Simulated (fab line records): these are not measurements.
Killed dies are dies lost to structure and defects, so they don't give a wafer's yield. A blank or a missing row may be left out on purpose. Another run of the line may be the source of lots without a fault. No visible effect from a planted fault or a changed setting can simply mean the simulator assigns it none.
Split-lot study || flow n5-finfet || 39 wafers read across 7 lots, on a route 1938 steps long

== ABOUT THE SPLIT ==
At N5_MOL_CONTACT_COAG_CVD_140 (deposits W, target thk 66.5 nm, time 215 s), the setting target-thk-a was moved away from the recipe's 665 angstrom on 15 of the 39 wafers read, by -43.5% to +53.8%. All remaining wafers had this setting at the recipe value.

Reading taken at the split's own step.

== THE READING ==
W_of_MOL_CONTACT_COAG_CVD_140.thk-nm (the simulator's own value, which no gauge read), in nm, at N5_MOL_CONTACT_COAG_CVD_140 (deposits W, target thk 66.5 nm, time 215 s). There is no usual value for it anywhere in the file. Across the 24 wafers here that went through the recipe, the average is 66.4 nm and the standard deviation 0.56 nm.

{"wafer": "L079.2", "tool, chamber at the split": "cvd-w-02, 0", "target-thk-a as run, angstrom": 665, "against the recipe": "recipe", "W_of_MOL_CONTACT_COAG_CVD_140.thk-nm, nm": 66.6, "against lot-mates on the recipe": "-"}
{"wafer": "L079.3", "tool, chamber at the split": "cvd-w-02, 0", "target-thk-a as run, angstrom": 665, "against the recipe": "recipe", "W_of_MOL_CONTACT_COAG_CVD_140.thk-nm, nm": 66.4, "against lot-mates on the recipe": "-"}
{"wafer": "L079.5", "tool, chamber at the split": "cvd-w-02, 0", "target-thk-a as run, angstrom": 665, "against the recipe": "recipe", "W_of_MOL_CONTACT_COAG_CVD_140.thk-nm, nm": 66.8, "against lot-mates on the recipe": "-"}
{"wafer": "L083.1", "tool, chamber at the split": "cvd-w-02, 1", "target-thk-a as run, angstrom": 665, "against the recipe": "recipe", "W_of_MOL_CONTACT_COAG_CVD_140.thk-nm, nm": 66, "against lot-mates on the recipe": "-"}
{"wafer": "L083.2", "tool, chamber at the split": "cvd-w-02, 0", "target-thk-a as run, angstrom": 808.5, "against the recipe": "+21.6%", "W_of_MOL_CONTACT_COAG_CVD_140.thk-nm, nm": 81.8, "against lot-mates on the recipe": "+14.9"}
{"wafer": "L083.3", "tool, chamber at the split": "cvd-w-02, 1", "target-thk-a as run, angstrom": 808.5, "against the recipe": "+21.6%", "W_of_MOL_CONTACT_COAG_CVD_140.thk-nm, nm": 81.6, "against lot-mates on the recipe": "+14.7"}
{"wafer": "L083.4", "tool, chamber at the split": "cvd-w-02, 0", "target-thk-a as run, angstrom": 665, "against the recipe": "recipe", "W_of_MOL_CONTACT_COAG_CVD_140.thk-nm, nm": 67.2, "against lot-mates on the recipe": "-"}
{"wafer": "L083.5", "tool, chamber at the split": "cvd-w-02, 1", "target-thk-a as run, angstrom": 808.5, "against the recipe": "+21.6%", "W_of_MOL_CONTACT_COAG_CVD_140.thk-nm, nm": 81.2, "against lot-mates on the recipe": "+14.3"}
{"wafer": "L083.6", "tool, chamber at the split": "cvd-w-02, 0", "target-thk-a as run, angstrom": 665, "against the recipe": "recipe", "W_of_MOL_CONTACT_COAG_CVD_140.thk-nm, nm": 67.6, "against lot-mates on the recipe": "-"}
{"wafer": "L084.1", "tool, chamber at the split": "cvd-w-01, 0", "target-thk-a as run, angstrom": 665, "against the recipe": "recipe", "W_of_MOL_CONTACT_COAG_CVD_140.thk-nm, nm": 66.4, "against lot-mates on the recipe": "-"}
{"wafer": "L084.2", "tool, chamber at the split": "cvd-w-01, 1", "target-thk-a as run, angstrom": 665, "against the recipe": "recipe", "W_of_MOL_CONTACT_COAG_CVD_140.thk-nm, nm": 65.2, "against lot-mates on the recipe": "-"}
{"wafer": "L084.3", "tool, chamber at the split": "cvd-w-01, 0", "target-thk-a as run, angstrom": 375.9, "against the recipe": "-43.5%", "W_of_MOL_CONTACT_COAG_CVD_140.thk-nm, nm": 37.4, "against lot-mates on the recipe": -28.5}
{"wafer": "L084.4", "tool, chamber at the split": "cvd-w-01, 1", "target-thk-a as run, angstrom": 375.9, "against the recipe": "-43.5%", "W_of_MOL_CONTACT_COAG_CVD_140.thk-nm, nm": 37.6, "against lot-mates on the recipe": -28.3}
{"wafer": "L084.5", "tool, chamber at the split": "cvd-w-01, 0", "target-thk-a as run, angstrom": 665, "against the recipe": "recipe", "W_of_MOL_CONTACT_COAG_CVD_140.thk-nm, nm": 66, "against lot-mates on the recipe": "-"}
{"wafer": "L084.6", "tool, chamber at the split": "cvd-w-01, 1", "target-thk-a as run, angstrom": 375.9, "against the recipe": "-43.5%", "W_of_MOL_CONTACT_COAG_CVD_140.thk-nm, nm": 37.2, "against lot-mates on the recipe": -28.7}
{"wafer": "L085.1", "tool, chamber at the split": "cvd-w-02, 0", "target-thk-a as run, angstrom": 665, "against the recipe": "recipe", "W_of_MOL_CONTACT_COAG_CVD_140.thk-nm, nm": 66.6, "against lot-mates on the recipe": "-"}
{"wafer": "L085.4", "tool, chamber at the split": "cvd-w-02, 0", "target-thk-a as run, angstrom": 665, "against the recipe": "recipe", "W_of_MOL_CONTACT_COAG_CVD_140.thk-nm, nm": 66.6, "against lot-mates on the recipe": "-"}
{"wafer": "L085.2", "tool, chamber at the split": "cvd-w-02, 1", "target-thk-a as run, angstrom": 920.9, "against the recipe": "+38.5%", "W_of_MOL_CONTACT_COAG_CVD_140.thk-nm, nm": 92.4, "against lot-mates on the recipe": "+26.0"}
{"wafer": "L085.3", "tool, chamber at the split": "cvd-w-02, 1", "target-thk-a as run, angstrom": 665, "against the recipe": "recipe", "W_of_MOL_CONTACT_COAG_CVD_140.thk-nm, nm": 66, "against lot-mates on the recipe": "-"}
{"wafer": "L085.5", "tool, chamber at the split": "cvd-w-02, 0,1", "target-thk-a as run, angstrom": 920.9, "against the recipe": "+38.5%", "W_of_MOL_CONTACT_COAG_CVD_140.thk-nm, nm": 92.2, "against lot-mates on the recipe": "+25.8"}
{"wafer": "L085.6", "tool, chamber at the split": "cvd-w-02, 0,1", "target-thk-a as run, angstrom": 920.9, "against the recipe": "+38.5%", "W_of_MOL_CONTACT_COAG_CVD_140.thk-nm, nm": 92.2, "against lot-mates on the recipe": "+25.8"}
{"wafer": "L087.1", "tool, chamber at the split": "cvd-w-02, 1", "target-thk-a as run, angstrom": 665, "against the recipe": "recipe", "W_of_MOL_CONTACT_COAG_CVD_140.thk-nm, nm": 66.8, "against lot-mates on the recipe": "-"}
{"wafer": "L087.2", "tool, chamber at the split": "cvd-w-02, 0", "target-thk-a as run, angstrom": 665, "against the recipe": "recipe", "W_of_MOL_CONTACT_COAG_CVD_140.thk-nm, nm": 67.2, "against lot-mates on the recipe": "-"}
{"wafer": "L087.3", "tool, chamber at the split": "cvd-w-02, 0", "target-thk-a as run, angstrom": 665, "against the recipe": "recipe", "W_of_MOL_CONTACT_COAG_CVD_140.thk-nm, nm": 66.6, "against lot-mates on the recipe": "-"}
{"wafer": "L087.4", "tool, chamber at the split": "cvd-w-02, 1", "target-thk-a as run, angstrom": 1023, "against the recipe": "+53.8%", "W_of_MOL_CONTACT_COAG_CVD_140.thk-nm, nm": 101.8, "against lot-mates on the recipe": "+34.9"}
{"wafer": "L087.5", "tool, chamber at the split": "cvd-w-02, 0", "target-thk-a as run, angstrom": 1023, "against the recipe": "+53.8%", "W_of_MOL_CONTACT_COAG_CVD_140.thk-nm, nm": 102.2, "against lot-mates on the recipe": "+35.3"}
{"wafer": "L087.6", "tool, chamber at the split": "cvd-w-02, 1", "target-thk-a as run, angstrom": 1023, "against the recipe": "+53.8%", "W_of_MOL_CONTACT_COAG_CVD_140.thk-nm, nm": 102.4, "against lot-mates on the recipe": "+35.5"}
{"wafer": "L088.1", "tool, chamber at the split": "cvd-w-02, 0", "target-thk-a as run, angstrom": 665, "against the recipe": "recipe", "W_of_MOL_CONTACT_COAG_CVD_140.thk-nm, nm": 66.4, "against lot-mates on the recipe": "-"}
{"wafer": "L088.4", "tool, chamber at the split": "cvd-w-02, 0", "target-thk-a as run, angstrom": 665, "against the recipe": "recipe", "W_of_MOL_CONTACT_COAG_CVD_140.thk-nm, nm": 66.4, "against lot-mates on the recipe": "-"}
{"wafer": "L088.2", "tool, chamber at the split": "cvd-w-02, 1", "target-thk-a as run, angstrom": 485.3, "against the recipe": "-27.0%", "W_of_MOL_CONTACT_COAG_CVD_140.thk-nm, nm": 48, "against lot-mates on the recipe": -18.7}
{"wafer": "L088.3", "tool, chamber at the split": "cvd-w-02, 1,0", "target-thk-a as run, angstrom": 485.3, "against the recipe": "-27.0%", "W_of_MOL_CONTACT_COAG_CVD_140.thk-nm, nm": 48.4, "against lot-mates on the recipe": -18.3}
{"wafer": "L088.6", "tool, chamber at the split": "cvd-w-02, 1,0", "target-thk-a as run, angstrom": 485.3, "against the recipe": "-27.0%", "W_of_MOL_CONTACT_COAG_CVD_140.thk-nm, nm": 48.4, "against lot-mates on the recipe": -18.3}
{"wafer": "L088.5", "tool, chamber at the split": "cvd-w-02, 1", "target-thk-a as run, angstrom": 665, "against the recipe": "recipe", "W_of_MOL_CONTACT_COAG_CVD_140.thk-nm, nm": 67.2, "against lot-mates on the recipe": "-"}
{"wafer": "L092.1", "tool, chamber at the split": "cvd-w-01, 0,1", "target-thk-a as run, angstrom": 665, "against the recipe": "recipe", "W_of_MOL_CONTACT_COAG_CVD_140.thk-nm, nm": 66.4, "against lot-mates on the recipe": "-"}
{"wafer": "L092.5", "tool, chamber at the split": "cvd-w-01, 0,1", "target-thk-a as run, angstrom": 665, "against the recipe": "recipe", "W_of_MOL_CONTACT_COAG_CVD_140.thk-nm, nm": 66.4, "against lot-mates on the recipe": "-"}
{"wafer": "L092.2", "tool, chamber at the split": "cvd-w-01, 1", "target-thk-a as run, angstrom": 665, "against the recipe": "recipe", "W_of_MOL_CONTACT_COAG_CVD_140.thk-nm, nm": 66, "against lot-mates on the recipe": "-"}
{"wafer": "L092.3", "tool, chamber at the split": "cvd-w-01, 1,0", "target-thk-a as run, angstrom": 665, "against the recipe": "recipe", "W_of_MOL_CONTACT_COAG_CVD_140.thk-nm, nm": 66.2, "against lot-mates on the recipe": "-"}
{"wafer": "L092.4", "tool, chamber at the split": "cvd-w-01, 1,0", "target-thk-a as run, angstrom": 665, "against the recipe": "recipe", "W_of_MOL_CONTACT_COAG_CVD_140.thk-nm, nm": 66.2, "against lot-mates on the recipe": "-"}
{"wafer": "L092.6", "tool, chamber at the split": "cvd-w-01, 0", "target-thk-a as run, angstrom": 665, "against the recipe": "recipe", "W_of_MOL_CONTACT_COAG_CVD_140.thk-nm, nm": 65.2, "against lot-mates on the recipe": "-"}
If several chambers appear in one row, that row covers several wafers at once and the file leaves open which wafer was in which chamber.

THE FIT
A straight line over all 39 wafers: W_of_MOL_CONTACT_COAG_CVD_140.thk-nm changes by +0.669 nm for each +1% of target-thk-a; r = +1.00; the points scatter about the line by 0.51 nm.
The same after taking each lot's own level away (the mean of its wafers on the recipe; 39 wafers): +0.662 nm for each +1%; r = +1.00; scatter 0.43 nm.
Per that fit: largest target-thk-a move, reading shift of 36 nm.
The span of the lots' own levels, 65.87 to 66.93 nm, comes to 1.9 times the standard deviation stated above.
The two slopes are in agreement: the lot-to-lot level therefore moves the slope only a little.
Check: with one of the wafers moved furthest among these (+53.8%) left out of the fit, the line predicts +35.8 nm for it against its lot-mates. Against them it came out at +34.9 nm.

== ADDITIONAL SPLITS CARRIED BY THESE WAFERS ==
Note: prior to the reading, these wafers also went through further splits. Each is held against what the fit with the lots' levels taken away leaves over:
{"other split on the same wafers": "N5_ZERO_LAYER_PECVD_02 time-s", "wafers away from the commonest value": 12, "r with W_of_MOL_CONTACT_COAG_CVD_140.thk-nm (lot level and that fit taken away)": "+0.04"}
{"other split on the same wafers": "N5_SD_EPI_N_EPI_21 epi-growth-time-s", "wafers away from the commonest value": 9, "r with W_of_MOL_CONTACT_COAG_CVD_140.thk-nm (lot level and that fit taken away)": -0.28}

== THE WHOLE CHAIN: every reading that the file lists as answering this split, in the file's order ==
{"step": "N5_MOL_CONTACT_COAG_CVD_140", "what it does": "deposits W, target thk 66.5 nm, time 215 s", "reading": "W_of_MOL_CONTACT_COAG_CVD_140.thk-nm (the simulator's own value, which no gauge read)", "change (the file's fit)": "+0.662 nm for each +1% of the setting", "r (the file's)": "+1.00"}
{"step": "N5_MOL_CONTACT_COAG_CMP_52", "what it does": "polishes, stops on SiO2, t overpolish 1.5 s, target thk 66.5 nm", "reading": "W_of_MOL_CONTACT_COAG_CVD_140.thk-nm (the simulator's own value, which no gauge read)", "change (the file's fit)": "not straight: 37.4 at the lowest setting, 66.43 at the recipe, 65.4 at the highest", "r (the file's)": "not given"}

== FILE'S OWN FIT ==
W_of_MOL_CONTACT_COAG_CVD_140.thk-nm changes by +0.662 nm for each +1% of target-thk-a, r = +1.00.
